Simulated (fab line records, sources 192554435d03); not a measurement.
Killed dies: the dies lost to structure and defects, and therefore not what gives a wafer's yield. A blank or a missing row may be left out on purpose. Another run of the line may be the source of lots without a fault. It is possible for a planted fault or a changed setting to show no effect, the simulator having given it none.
The tool behind it: which one? :: flow n5Finfet :: 9 lots with 27 wafers sampled at 7 steps, on a route of 1938 steps

## WHAT THE GAUGES READ, wafer by wafer
N5_BEOL_M4_RC_MEAS_101. Usual: DIBL_N 36.4 mV/V, standard deviation 1.4; DIBL_P 36.3 mV/V, standard deviation 1.8; IOFF_N 0.163 nA/um, standard deviation 0.024; IOFF_P 0.21 nA/um, standard deviation 0.034; ION_N 673 uA/um, standard deviation 11; ION_P 461 uA/um, standard deviation 7.4; SS_N 71.6 mV/dec, standard deviation 0.52; SS_P 73.3 mV/dec, standard deviation 0.58; VT_N 249.4 mV, standard deviation 2.5; VT_P -250 mV, standard deviation 3.5.
lot: L590
measured: day 8 02:40
on: prober-02
DIBL_N (mV/V): 37.2 36.7 37.6
DIBL_P (mV/V): 37.1 37.9 37.5
IOFF_N (nA/um): 0.176 0.180 0.190
IOFF_P (nA/um): 0.21 0.23 0.22
ION_N (uA/um): 668 684 673
ION_P (uA/um): 451 467 456
SS_N (mV/dec): 71.9 71.8 71.6
SS_P (mV/dec): 73.0 73.3 72.7
VT_N (mV): 248.3 248.2 248.1
VT_P (mV): -249 -249 -249
flag: 

lot: L592
measured: day 8 18:12
on: prober-02
DIBL_N (mV/V): 36.8 36.2 35.0
DIBL_P (mV/V): 37.2 36.3 35.3
IOFF_N (nA/um): 0.173 0.167 0.147
IOFF_P (nA/um): 0.19 0.19 0.17
ION_N (uA/um): 674 685 668
ION_P (uA/um): 449 455 453
SS_N (mV/dec): 71.8 71.4 71.9
SS_P (mV/dec): 73.8 72.5 72.8
VT_N (mV): 246.7 246.7 251.3
VT_P (mV): -254 -254 -254
flag: 

lot: L594
measured: day 9 09:47
on: prober-01
DIBL_N (mV/V): 37.5 39.0 37.6
DIBL_P (mV/V): 38.4 39.6 38.6
IOFF_N (nA/um): 0.198 0.209 0.190
IOFF_P (nA/um): 0.24 0.26 0.24
ION_N (uA/um): 678 679 682
ION_P (uA/um): 458 460 469
SS_N (mV/dec): 72.5 72.6 71.7
SS_P (mV/dec): 74.3 74.2 73.8
VT_N (mV): 247.3 246.0 248.4
VT_P (mV): -249 -252 -249
flag: 

lot: L597
measured: day 9 20:26
on: prober-02
DIBL_N (mV/V): 36.0 35.0 36.5
DIBL_P (mV/V): 36.8 35.7 37.7
IOFF_N (nA/um): 0.169 0.145 0.174
IOFF_P (nA/um): 0.23 0.21 0.26
ION_N (uA/um): 665 666 680
ION_P (uA/um): 461 457 475
SS_N (mV/dec): 72.1 71.0 71.9
SS_P (mV/dec): 73.5 73.2 73.9
VT_N (mV): 248.2 248.0 247.9
VT_P (mV): -247 -249 -244
flag: 

lot: L602
measured: day 11 15:20
on: prober-01
DIBL_N (mV/V): 35.8 35.5 37.7
DIBL_P (mV/V): 37.2 36.3 37.8
IOFF_N (nA/um): 0.162 0.154 0.188
IOFF_P (nA/um): 0.23 0.21 0.27
ION_N (uA/um): 688 684 680
ION_P (uA/um): 474 465 469
SS_N (mV/dec): 70.9 71.5 71.4
SS_P (mV/dec): 72.8 72.7 73.5
VT_N (mV): 247.3 248.5 244.9
VT_P (mV): -246 -248 -244
flag: 

lot: L608
measured: day 12 19:30
on: prober-02
DIBL_N (mV/V): 37.2 36.8 36.7
DIBL_P (mV/V): 37.3 36.7 37.1
IOFF_N (nA/um): 0.153 0.150 0.156
IOFF_P (nA/um): 0.21 0.20 0.21
ION_N (uA/um): 674 665 679
ION_P (uA/um): 457 459 463
SS_N (mV/dec): 72.6 71.8 71.8
SS_P (mV/dec): 73.9 73.5 73.9
VT_N (mV): 250.4 252.3 251.0
VT_P (mV): -250 -251 -253
flag: 

lot: L609
measured: day 12 22:25
on: prober-01
DIBL_N (mV/V): 39.8 38.6 38.2
DIBL_P (mV/V): 39.1 37.8 37.4
IOFF_N (nA/um): 0.201 0.186 0.171
IOFF_P (nA/um): 0.26 0.25 0.23
ION_N (uA/um): 667 684 666
ION_P (uA/um): 458 467 463
SS_N (mV/dec): 71.8 71.5 71.7
SS_P (mV/dec): 74.0 73.6 73.3
VT_N (mV): 250.8 249.1 248.9
VT_P (mV): -245 -245 -247
flag: 

lot: L610
measured: day 13 15:14
on: prober-02
DIBL_N (mV/V): 35.1 36.0 35.1
DIBL_P (mV/V): 34.8 35.2 35.0
IOFF_N (nA/um): 0.137 0.146 0.142
IOFF_P (nA/um): 0.19 0.20 0.20
ION_N (uA/um): 665 666 662
ION_P (uA/um): 460 455 456
SS_N (mV/dec): 70.9 71.1 70.9
SS_P (mV/dec): 73.0 72.9 72.6
VT_N (mV): 250.8 251.1 248.0
VT_P (mV): -250 -250 -248
flag: 

lot: L612
measured: day 13 18:05
on: prober-01
DIBL_N (mV/V): 37.4 40.3 36.6
DIBL_P (mV/V): 35.5 38.7 33.9
IOFF_N (nA/um): 0.158 0.217 0.146
IOFF_P (nA/um): 0.23 0.30 0.22
ION_N (uA/um): 674 691 656
ION_P (uA/um): 466 465 458
SS_N (mV/dec): 71.0 72.4 71.6
SS_P (mV/dec): 73.2 73.9 72.1
VT_N (mV): 249.3 245.3 254.2
VT_P (mV): -247 -242 -247
flag: 

N5_BEOL_M7_OCD_MEAS_38. Usual: trenchDepthNm reads 93.8 nm (standard deviation 1.6).
lot: L590
measured: day 9 04:51
on: ocd-01
trenchDepthNm (nm): 92.1 91.1 92.6
flag: 

lot: L592
measured: day 9 15:56
on: ocd-01
trenchDepthNm (nm): 96.5 93.7 96.2
flag: 

lot: L594
measured: day 10 13:43
on: ocd-02
trenchDepthNm (nm): 93.6 91.6 94.3
flag: 

lot: L597
measured: day 11 00:40
on: ocd-02
trenchDepthNm (nm): 92.7 94.4 93.6
flag: 

lot: L602
measured: day 12 18:19
on: ocd-01
trenchDepthNm (nm): 92.3 95.8 94.3
flag: 

lot: L608
measured: day 14 01:21
on: ocd-01
trenchDepthNm (nm): 94.0 93.3 95.0
flag: 

lot: L609
measured: day 14 00:37
on: ocd-01
trenchDepthNm (nm): 94.2 93.1 93.8
flag: 

lot: L610
measured: day 15 05:08
on: ocd-01
trenchDepthNm (nm): 95.6 95.4 94.3
flag: 

lot: L612
measured: day 15 09:19
on: ocd-02
trenchDepthNm (nm): 92.3 93.4 93.9
flag: 

N5_BEOL_M7_THK_MEAS_53: measures by xrf. Usual: M7_THK typically reads 79.9 nm, with standard deviation 2.
lot: L590
measured: day 9 07:08
on: filmMetro-01
M7_THK (nm): 77.6 78.6 77.1
flag: 

lot: L592
measured: day 9 18:13
on: filmMetro-02
M7_THK (nm): 85.1 81.3 82.4
flag: 

lot: L594
measured: day 10 17:45
on: filmMetro-02
M7_THK (nm): 187.9 77.6 81.4
flag: OFF

lot: L597
measured: day 11 04:50
on: filmMetro-02
M7_THK (nm): 197.3 80.6 191.7
flag: OFF

lot: L602
measured: day 12 20:55
on: filmMetro-02
M7_THK (nm): 79.3 83.1 81.1
flag: 

lot: L608
measured: day 14 05:19
on: filmMetro-01
M7_THK (nm): 78.8 78.1 79.7
flag: 

lot: L609
measured: day 14 03:06
on: filmMetro-01
M7_THK (nm): 77.3 77.2 77.7
flag: 

lot: L610
measured: day 15 07:35
on: filmMetro-02
M7_THK (nm): 81.0 81.1 80.3
flag: 

lot: L612
measured: day 15 13:47
on: filmMetro-01
M7_THK (nm): 78.5 78.4 80.3
flag: 

N5_BEOL_M7_INSPECT_58: inspects for defects (darkfield). Usual: rawDefectCount reads 75 (standard deviation 23).
lot: L590
measured: day 9 07:19
on: defectInspect-02
rawDefectCount: 48 82 56
flag: 

lot: L592
measured: day 9 18:25
on: defectInspect-01
rawDefectCount: 72 74 48
flag: 

lot: L594
measured: day 10 17:54
on: defectInspect-02
rawDefectCount: 1182 56 89
flag: OFF

lot: L597
measured: day 11 04:59
on: defectInspect-02
rawDefectCount: 1197 66 1246
flag: OFF

lot: L602
measured: day 12 21:05
on: defectInspect-01
rawDefectCount: 77 33 107
flag: 

lot: L608
measured: day 14 05:28
on: defectInspect-02
rawDefectCount: 41 84 65
flag: 

lot: L609
measured: day 14 03:16
on: defectInspect-02
rawDefectCount: 118 140 76
flag: 

lot: L610
measured: day 15 07:45
on: defectInspect-02
rawDefectCount: 69 71 86
flag: 

lot: L612
measured: day 15 13:57
on: defectInspect-02
rawDefectCount: 54 54 70
flag: 

## WHICH TOOL RAN EACH LOT (tool, then ch and the chambers of the sampled wafers, then the start)
lot: L590
N5_BEOL_M7_TRENCH_ETCH_37: rieDiel-01 ch 1,2,3, day 9 04:51 or earlier
N5_BEOL_M7_SURFACE_TREAT_79: pvdSputter-01, day 9 05:59
N5_BEOL_M7_CMP_52: cmp-01 ch 0,1,2, day 9 06:53

lot: L592
N5_BEOL_M7_TRENCH_ETCH_37: rieDiel-02 ch 0,1, day 9 15:56 or earlier
N5_BEOL_M7_SURFACE_TREAT_79: pvdSputter-03, day 9 17:11
N5_BEOL_M7_CMP_52: cmp-01 ch 0,1,2, day 9 18:00

lot: L594
N5_BEOL_M7_TRENCH_ETCH_37: rieDiel-01 ch 0,2, day 10 13:43 or earlier
N5_BEOL_M7_SURFACE_TREAT_79: pvdSputter-02, day 10 16:43
N5_BEOL_M7_CMP_52: cmp-01 ch 1,2,3, day 10 17:29

lot: L597
N5_BEOL_M7_TRENCH_ETCH_37: rieDiel-01 ch 0,2,3, day 11 00:40 or earlier
N5_BEOL_M7_SURFACE_TREAT_79: pvdSputter-02, day 11 02:01
N5_BEOL_M7_CMP_52: cmp-01 ch 2,3, day 11 04:32

lot: L602
N5_BEOL_M7_TRENCH_ETCH_37: rieDiel-05 ch 0,1,2, day 12 18:19 or earlier
N5_BEOL_M7_SURFACE_TREAT_79: pvdSputter-02, day 12 19:16
N5_BEOL_M7_CMP_52: cmp-03 ch 2,3, day 12 20:38

lot: L608
N5_BEOL_M7_TRENCH_ETCH_37: rieDiel-01 ch 2,3, day 14 01:21 or earlier
N5_BEOL_M7_SURFACE_TREAT_79: pvdSputter-02, day 14 04:19
N5_BEOL_M7_CMP_52: cmp-01 ch 1,2, day 14 05:04

lot: L609
N5_BEOL_M7_TRENCH_ETCH_37: rieDiel-05 ch 1,2,3, day 14 00:37 or earlier
N5_BEOL_M7_SURFACE_TREAT_79: pvdSputter-02, day 14 01:32
N5_BEOL_M7_CMP_52: cmp-01 ch 0,2, day 14 02:49

lot: L610
N5_BEOL_M7_TRENCH_ETCH_37: rieDiel-01 ch 0,1,2, day 15 05:08 or earlier
N5_BEOL_M7_SURFACE_TREAT_79: pvdSputter-01, day 15 06:25
N5_BEOL_M7_CMP_52: cmp-01 ch 0,2, day 15 07:20

lot: L612
N5_BEOL_M7_TRENCH_ETCH_37: rieDiel-01 ch 0,1,3, day 15 09:19 or earlier
N5_BEOL_M7_SURFACE_TREAT_79: pvdSputter-02, day 15 12:47
N5_BEOL_M7_CMP_52: cmp-02 ch 1,2,3, day 15 13:32
- N5_BEOL_M7_TRENCH_ETCH_37: etches SiCOH lowk in C4F6/O2, target depth 93.478 nm, time 31.2 s.
- N5_BEOL_M7_SURFACE_TREAT_79
- N5_BEOL_M7_CMP_52: polishes, stops on SiCOH lowk, t overpolish 6.9 s, target thk 80 nm.

## WHAT THE TOOLS THEMSELVES READ (means of the sampled wafers that have a number; where no wafer has one, the mark that the record gives instead)
N5_BEOL_M7_TRENCH_ETCH_37. Usual: drypumpMotorCurrentA 5.9 A, standard deviation 0.32; oes_f_703_au 0.81 a.u., standard deviation 0.097; oesProductAu 0.81 a.u., standard deviation 0.1; rfVppV 668 V, standard deviation 6.1; showerheadPlenumPTorr 2.85 Torr, standard deviation 0.065; throttleValvePct 20.92 %, standard deviation 0.25.
lot: L590
tool: rieDiel-01
drypumpMotorCurrentA (A): 5.7
oes_f_703_au (a.u.): 0.72
oesProductAu (a.u.): 0.72
rfVppV (V): 669
showerheadPlenumPTorr (Torr): 2.82
throttleValvePct (%): 21.08
flag: 

lot: L592
tool: rieDiel-02
drypumpMotorCurrentA (A): 5.7
oes_f_703_au (a.u.): 0.77
oesProductAu (a.u.): 0.78
rfVppV (V): 661
showerheadPlenumPTorr (Torr): 2.86
throttleValvePct (%): 20.99
flag: 

lot: L594
tool: rieDiel-01
drypumpMotorCurrentA (A): 6.1
oes_f_703_au (a.u.): 0.87
oesProductAu (a.u.): 0.87
rfVppV (V): 674
showerheadPlenumPTorr (Torr): 2.91
throttleValvePct (%): 20.69
flag: 

lot: L597
tool: rieDiel-01
drypumpMotorCurrentA (A): 5.9
oes_f_703_au (a.u.): 0.80
oesProductAu (a.u.): 0.80
rfVppV (V): 672
showerheadPlenumPTorr (Torr): 2.85
throttleValvePct (%): 20.94
flag: 

lot: L602
tool: rieDiel-05
drypumpMotorCurrentA (A): 5.8
oes_f_703_au (a.u.): 0.83
oesProductAu (a.u.): 0.82
rfVppV (V): 666
showerheadPlenumPTorr (Torr): 2.88
throttleValvePct (%): 20.85
flag: 

lot: L608
tool: rieDiel-01
drypumpMotorCurrentA (A): 5.7
oes_f_703_au (a.u.): 0.84
oesProductAu (a.u.): 0.84
rfVppV (V): 670
showerheadPlenumPTorr (Torr): 2.79
throttleValvePct (%): 21.07
flag: 

lot: L609
tool: rieDiel-05
drypumpMotorCurrentA (A): 5.8
oes_f_703_au (a.u.): 0.85
oesProductAu (a.u.): 0.85
rfVppV (V): 669
showerheadPlenumPTorr (Torr): 2.89
throttleValvePct (%): 20.70
flag: 

lot: L610
tool: rieDiel-01
drypumpMotorCurrentA (A): 5.9
oes_f_703_au (a.u.): 0.91
oesProductAu (a.u.): 0.93
rfVppV (V): 669
showerheadPlenumPTorr (Torr): 2.86
throttleValvePct (%): 20.67
flag: 

lot: L612
tool: rieDiel-01
drypumpMotorCurrentA (A): 6.0
oes_f_703_au (a.u.): 0.84
oesProductAu (a.u.): 0.84
rfVppV (V): 665
showerheadPlenumPTorr (Torr): 2.80
throttleValvePct (%): 20.80
flag: 

N5_BEOL_M7_CMP_52. Usual: barrierFieldEndpointS 28.9 s, standard deviation 0.64; motorCurrentA 6.0 A, standard deviation 0.5; overpolishRunS 6.900 s, standard deviation 0.0099; padLifeWafers 1094, standard deviation 650; slurryFlowMlMin 150.0, standard deviation 0.5; timeToEndpointS 63.3 s, standard deviation 2.5.
lot: L590
tool: cmp-01
barrierFieldEndpointS (s): 28.7
motorCurrentA (A): 6.3
overpolishRunS (s): 6.896
padLifeWafers: 1334
slurryFlowMlMin: 150.2
timeToEndpointS (s): 64.0
flag: 

lot: L592
tool: cmp-01
barrierFieldEndpointS (s): 29.0
motorCurrentA (A): 6.4
overpolishRunS (s): 6.890
padLifeWafers: 1424
slurryFlowMlMin: 149.9
timeToEndpointS (s): 63.6
flag: 

lot: L594
tool: cmp-01
barrierFieldEndpointS (s): 35.2
motorCurrentA (A): 6.1
overpolishRunS (s): 4.611
padLifeWafers: 1634
slurryFlowMlMin: 149.9
timeToEndpointS (s): 71.1
flag: OFF

lot: L597
tool: cmp-01
barrierFieldEndpointS (s): 41.4
motorCurrentA (A): 5.3
overpolishRunS (s): 2.316
padLifeWafers: 1730
slurryFlowMlMin: 149.5
timeToEndpointS (s): 75.9
flag: OFF

lot: L602
tool: cmp-03
barrierFieldEndpointS (s): 28.3
motorCurrentA (A): 5.9
overpolishRunS (s): 6.893
padLifeWafers: 468
slurryFlowMlMin: 149.4
timeToEndpointS (s): 63.9
flag: 

lot: L608
tool: cmp-01
barrierFieldEndpointS (s): 28.9
motorCurrentA (A): 6.3
overpolishRunS (s): 6.912
padLifeWafers: 133
slurryFlowMlMin: 150.2
timeToEndpointS (s): 63.2
flag: 

lot: L609
tool: cmp-01
barrierFieldEndpointS (s): 29.1
motorCurrentA (A): 6.5
overpolishRunS (s): 6.905
padLifeWafers: 115
slurryFlowMlMin: 149.9
timeToEndpointS (s): 64.0
flag: 

lot: L610
tool: cmp-01
barrierFieldEndpointS (s): 29.4
motorCurrentA (A): 6.5
overpolishRunS (s): 6.911
padLifeWafers: 314
slurryFlowMlMin: 149.7
timeToEndpointS (s): 63.5
flag: 

lot: L612
tool: cmp-02
barrierFieldEndpointS (s): 29.5
motorCurrentA (A): 5.7
overpolishRunS (s): 6.900
padLifeWafers: 1532
slurryFlowMlMin: 149.3
timeToEndpointS (s): 67.9
flag: 

## THE ANSWER, worked out from the rows above alone
Rule: take the mean of a lot's wafers that have a number; if it is more than 3 standard deviations from the usual mean, the lot is off. A lot without any number at a reading at which 4 lots or more have one is off too. Any other lot the step has rows for is counted as sound. First the gauges in route order, then the tools' own readings, where a lot's mean is used as printed above. The first step at which some lot is off is used, and at that step the reading that is off furthest; a lot without a number counts as furthest.
Off: at N5_BEOL_M7_THK_MEAS_53 (M7_THK), L594, L597.
A tool fits if, at a process step before that reading, it ran every lot that is off, and no sound lot after the first of them. The gauges at N5_BEOL_M7_THK_MEAS_53 aren't tried: what is off there is off at N5_BEOL_M7_INSPECT_58 too, on other tools, and a gauge's error can't cause that. With no start given for some of its lots, N5_BEOL_M7_TRENCH_ETCH_37 uses the hours and lot order of N5_BEOL_M7_OCD_MEAS_38. No candidate that was tried fits.

## WHAT THE SIMULATOR HAD PUT IN
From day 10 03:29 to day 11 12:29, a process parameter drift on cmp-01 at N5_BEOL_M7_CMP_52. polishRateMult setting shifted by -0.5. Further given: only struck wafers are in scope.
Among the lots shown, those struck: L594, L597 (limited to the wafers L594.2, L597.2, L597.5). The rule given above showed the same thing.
